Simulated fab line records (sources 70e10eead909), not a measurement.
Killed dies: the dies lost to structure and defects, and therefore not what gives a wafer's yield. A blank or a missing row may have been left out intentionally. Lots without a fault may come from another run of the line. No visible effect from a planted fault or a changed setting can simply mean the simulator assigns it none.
fab line records    flow nand-harc    part 2 of 2: steps 4 to 6 of 6
record: lots: 22  wafers: 66  last-day: 33
route steps=1302 shown P_BONDPAD@386 A_CHANNEL_HOLE_D1@466 A_CHANNEL_FILL_D1@513 A_CHANNEL_HOLE_D2@583
lots untouched by any fault: they come from a run of this same line in which no faults occurred
start-h: hours from the record's opening day to when the first of the lot's shown wafers began    wait-h: hours from the lot's prior step to this one    " the same as in the row above    L1.1+2: one row covering several wafers at once    - no value present, or no start provided    * or withheld: withheld    < > ~ a bound
route shown NAME@n: names a module that has steps shown in the file, with the first one's number in the route    usual: mean/standard deviation taken from wafers without a fault    same: alike in all rows    chamber/n: place in a boat    sites: each site's reading    _std_site: their standard deviation    _edge_site: mean of outer sites minus mean of inner sites    radius-mm: for every site, how far away it sits from the centre of the wafer    mask NAME#n: copy n    behind: the tool/chamber that last shaped the wafer    hold: the reason the lot was held/the length of the hold in hours/how it ended    device: the n, p or np transistor that did not switch    end of line: at the end of the route, the tests of the same wafers    a step with no rows: only its recipe    killed: count of dies lost to structure and defects at first sort (not the wafer's yield)    map: shows each die of a wafer: x if killed, . if not, _ if none is there
set.NAME: the setting that was run; set.NAME@STEP: the one run at that earlier step    model.NAME: the simulator's own value behind a step, which no gauge read
a sample of lots followed through the steps of the route, with each step as a table and each wafer as a row
services: a tool's chamber out of use, with start hour (start-h, from the record's first day; less than 0 if before it), hours out, and reason
== steps ==
step: NHARC_A_CHANNEL_HOLE_D1_ETCH_44
recipe: target-depth-a: 1400  overetch-a: 140  time-s: 77  ion-energy-ev: 100  cf4-flow-sccm: 80  o2-flow-sccm: 20  ar-flow-sccm: 0  rf-w: 300  bias-w: 100  chemistry: CF4/O2
usual: drypump-motor-current-A: 5.62/0.3  oes-product-au: 1.002/0.011  rf-vpp-V: 197.5/1.7  showerhead-plenum-p-Torr: 1.32/0.064  throttle-valve-pct: 13.398/0.0095
lot.wafer  tool         chamber  start-h  wait-h  drypump-motor-current-A  oes-product-au  rf-hours-counter-h  rf-vpp-V  showerhead-plenum-p-Torr  throttle-valve-pct
L075.2     rie-diel-12  2        202.50   0.0     5.65                     0.990           8                   195.9     1.30                      13.395
L075.3     "            1        "        "       5.71                     0.993           5                   196.3     1.24                      13.400
L075.6     "            2        "        "       5.63                     0.996           -                   197.4     1.30                      13.414
L076.2     rie-diel-12  0        214.15   0.4     5.42                     0.998           12                  199.8     1.39                      13.390
L076.3     "            2        "        "       5.66                     1.005           9                   196.8     1.30                      13.380
L076.5     "            1        "        "       5.71                     0.998           -                   196.6     1.24                      13.399
L077.2     rie-diel-01  2        219.20   0.1     5.20                     0.987           2                   194.9     1.26                      13.399
L077.5     "            3        "        "       5.91                     1.014           -                   197.7     1.30                      13.402
L077.6     "            0        "        "       4.93                     1.017           -                   196.6     1.28                      13.406
L079.1     rie-diel-01  1        234.44   0.1     6.41                     1.006           7                   197.2     1.29                      13.395
L079.5     "            0        "        "       4.93                     1.017           -                   196.6     1.28                      13.402
L079.6     "            2        "        "       5.21                     0.986           -                   194.0     1.26                      13.407
L078.3     rie-diel-12  0        246.12   0.1     5.43                     0.998           14                  199.9     1.39                      13.375
L078.2     "            2        "        "       5.67                     1.002           12                  198.1     1.30                      13.404
L078.6     "            0        "        "       5.41                     0.992           -                   199.6     1.39                      13.405
L080.1     rie-diel-12  0        251.73   0.1     5.41                     0.989           14                  200.0     1.40                      13.398
L080.2     "            1        "        "       5.71                     0.990           9                   195.1     1.24                      13.396
L080.6     "            0        "        "       5.38                     0.991           -                   198.1     1.39                      13.394
L082.3     rie-diel-12  0        265.20   0.1     5.44                     1.008           15                  198.2     1.39                      13.403
L082.1     "            1        "        "       5.70                     1.002           9                   195.8     1.24                      13.405
L082.6     "            0        "        "       5.40                     0.995           -                   198.6     1.39                      13.402
L081.3     rie-diel-01  2        265.35   0.1     5.19                     0.992           11                  194.7     1.25                      13.382
L081.1     "            0        "        "       4.93                     1.018           13                  195.5     1.28                      13.409
L081.6     "            3        "        "       5.91                     1.011           -                   196.8     1.30                      13.372
L084.3     rie-diel-12  3        289.53   0.1     5.84                     0.991           1                   199.7     1.40                      13.394
L084.1     "            1        "        "       5.73                     1.013           2                   196.2     1.24                      13.402
L084.2     "            2        "        "       5.62                     1.015           1                   198.5     1.30                      13.382
L085.4     rie-diel-04  0        296.92   0.1     5.11                     0.993           37                  199.0     1.42                      13.399
L085.1     "            1        "        "       5.47                     1.000           40                  196.1     1.31                      13.382
L085.6     "            3        "        "       5.43                     1.010           -                   197.6     1.37                      13.415
L086.4     rie-diel-12  1        319.77   0.1     5.70                     1.008           5                   196.2     1.24                      13.393
L086.2     "            2        "        "       5.66                     0.997           5                   195.6     1.30                      13.398
L086.5     "            2        "        "       5.62                     1.010           -                   196.5     1.30                      13.394
L087.4     rie-diel-04  1        328.10   0.1     5.48                     1.010           47                  196.6     1.31                      13.401
L087.1     "            2        "        "       6.11                     1.002           45                  195.9     1.30                      13.400
L087.2     "            3        "        "       5.45                     1.005           44                  196.9     1.37                      13.393
L088.3     rie-diel-12  2        336.93   0.1     5.67                     1.013           8                   197.4     1.30                      13.403
L088.4     "            0        "        "       5.41                     0.990           5                   200.6     1.39                      13.402
L088.6     "            1        "        "       5.69                     1.014           -                   195.4     1.24                      13.396
L089.3     rie-diel-12  2        340.56   0.1     5.67                     1.007           8                   197.7     1.30                      13.385
L089.1     "            3        "        "       5.85                     1.011           8                   199.6     1.40                      13.387
L089.2     "            0        "        "       5.42                     1.001           6                   198.4     1.39                      13.408
L090.1     rie-diel-01  2        341.05   0.1     5.20                     0.988           32                  195.4     1.25                      13.392
L090.6     "            3        "        "       5.97                     1.009           -                   197.3     1.29                      13.385
L090.5     "            0        "        "       4.93                     1.002           -                   196.7     1.28                      13.394
L091.2     rie-diel-12  2        358.21   0.1     5.67                     1.006           8                   196.7     1.30                      13.419
L091.6     "            0        "        "       5.43                     0.999           -                   200.0     1.39                      13.396
L091.5     "            1        "        "       5.70                     1.012           -                   194.8     1.24                      13.409
L093.2     rie-diel-12  3        369.21   0.1     5.86                     0.988           9                   199.6     1.40                      13.398
L093.1     "            1        "        "       5.70                     1.009           9                   196.7     1.24                      13.397
L093.5     "            2        "        "       5.64                     0.997           -                   197.1     1.30                      13.386
L092.4     rie-diel-12  1        370.28   0.1     5.70                     1.011           9                   194.7     1.24                      13.382
L092.2     "            2        "        "       5.63                     1.009           10                  198.1     1.30                      13.392
L092.3     "            3        "        "       5.83                     1.003           9                   198.8     1.40                      13.411
L094.3     rie-diel-12  2        380.08   0.1     5.65                     1.017           12                  197.2     1.30                      13.390
L094.2     "            0        "        "       5.43                     0.995           10                  199.8     1.39                      13.404
L094.5     "            0        "        "       5.42                     1.002           -                   199.2     1.39                      13.395
L095.1     rie-diel-12  1        409.48   0.1     5.69                     1.000           14                  194.4     1.24                      13.394
L095.3     "            2        "        "       5.64                     1.006           14                  197.8     1.30                      13.407
L095.2     "            0        "        "       5.44                     1.004           13                  200.4     1.39                      13.404
L096.2     rie-diel-12  3        413.20   0.1     5.85                     1.001           12                  199.3     1.40                      13.400
L096.1     "            0        "        "       5.44                     0.993           14                  198.9     1.39                      13.395
L096.4     "            2        "        "       5.64                     1.003           14                  197.4     1.30                      13.405
L097.2     rie-diel-12  0        417.40   0.1     5.38                     0.999           14                  199.0     1.39                      13.399
L097.4     "            2        "        "       5.67                     1.002           15                  197.6     1.30                      13.387
L097.6     "            0        "        "       5.39                     1.000           -                   198.6     1.39                      13.391
step: NHARC_A_CHANNEL_FILL_D1_CMP_10
recipe: target-thk-nm: 150
usual: motor-current-A: 12.0/1.3  slurry-filter-dp-kPa: 13.51/0.15  time-to-endpoint-s: 13.5/2.5
lot.wafer  tool    chamber  start-h  wait-h  motor-current-A  slurry-filter-dp-kPa  time-to-endpoint-s
L075.3     cmp-04  2        252.86   0.4     11.2             13.62                 13.8
L075.2     "       3        "        "       11.1             13.44                 10.2
L075.6     "       1        "        "       13.7             13.56                 11.4
L076.2     cmp-02  0        265.21   0.4     11.6             13.67                 15.4
L076.3     "       3        "        "       13.6             13.43                 15.9
L076.5     "       0        "        "       11.2             13.42                 13.7
L077.2     cmp-04  2        269.61   0.4     11.1             13.53                 14.9
L077.5     "       1        "        "       14.0             13.48                 14.4
L077.6     "       2        "        "       10.7             13.50                 13.9
L079.1     cmp-04  3        288.74   0.4     10.8             13.54                 11.1
L079.5     "       3        "        "       11.5             13.42                 12.5
L079.6     "       0        "        "       10.9             13.52                 12.4
L078.2     cmp-03  2        295.87   0.4     12.3             13.69                 13.4
L078.3     "       0        "        "       14.8             13.34                 15.4
L078.6     "       2        "        "       12.8             13.43                 11.9
L080.2     cmp-03  2        301.73   0.4     12.1             13.70                 10.1
L080.1     "       0        "        "       14.9             13.38                 12.3
L080.6     "       2        "        "       12.8             13.41                 12.3
L082.3     cmp-03  0        315.86   0.4     15.2             13.61                 13.7
L082.1     "       1        "        "       10.7             13.67                 11.6
L082.6     "       0        "        "       14.9             13.51                 11.6
L081.3     cmp-04  1        315.91   0.4     13.7             13.51                 18.7
L081.1     "       2        "        "       11.3             13.33                 17.9
L081.6     "       3        "        "       11.3             13.51                 18.4
L084.2     cmp-03  3        337.16   0.4     11.5             13.16                 11.9
L084.3     "       0        "        "       15.2             13.62                 10.2
L084.1     "       1        "        "       11.8             13.47                 9.4
L085.4     cmp-02  2        348.83   0.4     10.7             13.60                 13.0
L085.1     "       3        "        "       13.4             13.45                 15.5
L085.6     "       1        "        "       12.9             13.73                 13.8
L086.4     cmp-03  2        368.17   0.4     12.8             13.33                 13.9
L086.2     "       0        "        "       15.5             13.41                 14.7
L086.5     "       2        "        "       12.4             13.50                 11.2
L087.2     cmp-03  1        376.89   0.4     11.2             13.53                 10.5
L087.1     "       2        "        "       12.3             13.28                 11.2
L087.4     "       3        "        "       11.9             13.11                 11.5
L089.2     cmp-02  0        388.27   0.4     11.2             13.54                 15.5
L089.3     "       1        "        "       13.1             13.27                 14.8
L089.1     "       3        "        "       13.4             13.64                 14.9
L088.4     cmp-03  3        388.34   0.4     11.9             13.38                 11.9
L088.3     "       0        "        "       15.7             13.59                 13.6
L088.6     "       2        "        "       12.8             13.47                 13.3
L090.1     cmp-03  0        393.87   0.4     15.4             13.43                 10.2
L090.6     "       0        "        "       14.6             13.45                 7.8
L090.5     "       1        "        "       11.5             13.80                 9.5
L091.2     cmp-03  1        409.32   0.4     10.7             13.43                 9.8
L091.6     "       3        "        "       11.7             13.53                 14.0
L091.5     "       0        "        "       15.6             13.79                 13.7
L093.1     cmp-02  0        420.66   0.4     11.5             13.56                 12.5
L093.2     "       3        "        "       12.9             13.44                 16.5
L093.5     "       0        "        "       10.7             13.55                 14.8
L092.3     cmp-04  2        420.68   0.4     10.6             13.32                 16.0
L092.4     "       3        "        "       10.9             13.54                 14.6
L092.2     "       1        "        "       14.1             13.25                 17.6
L094.2     cmp-04  0        430.17   0.4     10.6             13.55                 16.7
L094.3     "       1        "        "       13.3             13.46                 18.3
L094.5     "       3        "        "       11.6             13.50                 17.7
L095.2     cmp-02  2        458.50   0.4     10.3             13.63                 14.8
L095.1     "       3        "        "       13.0             13.62                 15.6
L095.3     "       1        "        "       12.8             13.43                 14.0
L096.1     cmp-02  0        464.40   0.4     12.1             13.69                 13.9
L096.4     "       2        "        "       10.5             13.33                 12.4
L096.2     "       3        "        "       12.4             13.71                 11.8
L097.4     cmp-04  1        464.45   0.4     14.5             13.27                 15.9
L097.2     "       2        "        "       10.5             13.53                 16.0
L097.6     "       0        "        "       9.7              13.58                 15.4
step: NHARC_A_CHANNEL_HOLE_D2_OVL_MEAS_11
usual: overlay-x-nm: 0.1/0.67  overlay-y-nm: 0.3/0.88
lot.wafer  tool        chamber  start-h  wait-h  overlay-x-nm  overlay-y-nm
L075.2     overlay-02  -        311.49   -       -1.0          0.7
L075.3     "           -        "        "       -0.8          0.6
L075.6     "           -        "        "       -0.3          0.1
L076.2     overlay-02  -        324.60   -       0.4           0.9
L076.3     "           -        "        "       0.8           1.1
L076.5     "           -        "        "       0.6           0.9
L077.2     overlay-02  -        326.43   -       0.6           -2.0
L077.5     "           -        "        "       0.6           -1.5
L077.6     "           -        "        "       0.9           -1.5
L079.1     overlay-02  -        337.65   -       0.1           -0.5
L079.5     "           -        "        "       0.6           -0.5
L079.6     "           -        "        "       0.2           -0.4
L078.2     overlay-01  -        352.90   -       0.2           -0.2
L078.3     "           -        "        "       0.3           0.5
L078.6     "           -        "        "       0.4           -0.7
L080.1     overlay-01  -        354.81   -       -0.5          -2.1
L080.2     "           -        "        "       0.2           -1.4
L080.6     "           -        "        "       -0.5          -1.3
L081.1     overlay-01  -        369.29   -       0.3           -0.4
L081.3     "           -        "        "       0.3           0.3
L081.6     "           -        "        "       0.6           0.1
L082.1     overlay-02  -        369.58   -       1.1           0.7
L082.3     "           -        "        "       0.9           0.9
L082.6     "           -        "        "       0.9           1.0
L084.1     overlay-02  -        394.72   -       1.0           1.7
L084.2     "           -        "        "       0.8           1.3
L084.3     "           -        "        "       1.4           1.1
L085.1     overlay-01  -        408.99   -       -0.3          1.0
L085.4     "           -        "        "       -0.6          0.5
L085.6     "           -        "        "       0.3           0.7
L086.2     overlay-01  -        425.83   -       -1.1          -0.2
L086.4     "           -        "        "       -1.1          0.2
L086.5     "           -        "        "       -1.1          0.1
L087.1     overlay-02  -        426.05   -       -1.1          1.8
L087.2     "           -        "        "       -1.0          1.2
L087.4     "           -        "        "       -0.9          0.9
L089.1     overlay-01  -        437.34   -       0.1           0.6
L089.2     "           -        "        "       0.9           0.2
L089.3     "           -        "        "       0.6           0.4
L088.3     overlay-02  -        437.53   -       -0.1          0.4
L088.4     "           -        "        "       -0.2          0.6
L088.6     "           -        "        "       0.1           0.7
L090.1     overlay-01  -        448.97   -       0.6           1.1
L090.5     "           -        "        "       0.2           1.0
L090.6     "           -        "        "       1.0           1.4
L091.2     overlay-02  -        462.52   -       -0.4          -0.7
L091.5     "           -        "        "       0.4           -1.4
L091.6     "           -        "        "       -0.3          -0.6
L093.1     overlay-01  -        472.21   -       -0.2          1.8
L093.2     "           -        "        "       -0.5          1.8
L093.5     "           -        "        "       0.0           2.0
L092.2     overlay-02  -        473.57   -       -0.4          -0.4
L092.3     "           -        "        "       -0.3          -0.5
L092.4     "           -        "        "       -0.2          -0.5
L094.2     overlay-02  -        480.83   -       0.6           0.9
L094.3     "           -        "        "       0.7           1.2
L094.5     "           -        "        "       0.8           1.1
L095.1     overlay-01  -        511.20   -       -0.9          0.5
L095.2     "           -        "        "       -0.7          0.8
L095.3     "           -        "        "       -1.3          0.8
L097.2     overlay-02  -        527.97   -       0.4           -0.2
L097.4     "           -        "        "       0.2           -0.1
L097.6     "           -        "        "       0.7           -0.2
L096.1     overlay-01  -        528.36   -       0.4           1.0
L096.2     "           -        "        "       0.2           0.9
L096.4     "           -        "        "       0.3           0.6
== services ==
tool         chamber  start-h  hours  kind
rie-diel-12  2        127.68   8.0    repair
rie-diel-06  -        130.20   9.0    pm
rie-diel-06  1        142.34   6.4    repair
rie-diel-12  2        146.28   9.7    repair
cmp-03       -        162.26   4.0    pm
cmp-03       -        167.10   0.3    repair
rie-diel-12  2        187.25   2.9    repair
cmp-03       -        208.98   2.1    repair
cmp-03       -        213.48   6.9    repair
rie-diel-06  0        216.88   1.4    repair
cmp-03       -        237.57   1.0    repair
rie-diel-06  0        243.91   8.6    repair
cmp-03       -        252.52   0.3    repair
rie-diel-12  -        268.43   9.0    pm
rie-diel-12  0        289.24   6.7    repair
rie-diel-06  -        307.20   9.0    pm
rie-diel-06  3        327.69   9.7    repair
rie-diel-12  3        346.41   17.2   repair
rie-diel-12  3        372.14   9.1    repair
rie-diel-06  1        381.09   6.5    repair
rie-diel-12  0        396.87   3.9    repair
rie-diel-12  -        445.43   9.0    pm
rie-diel-06  0        455.82   9.0    repair
rie-diel-06  2        457.20   17.5   repair
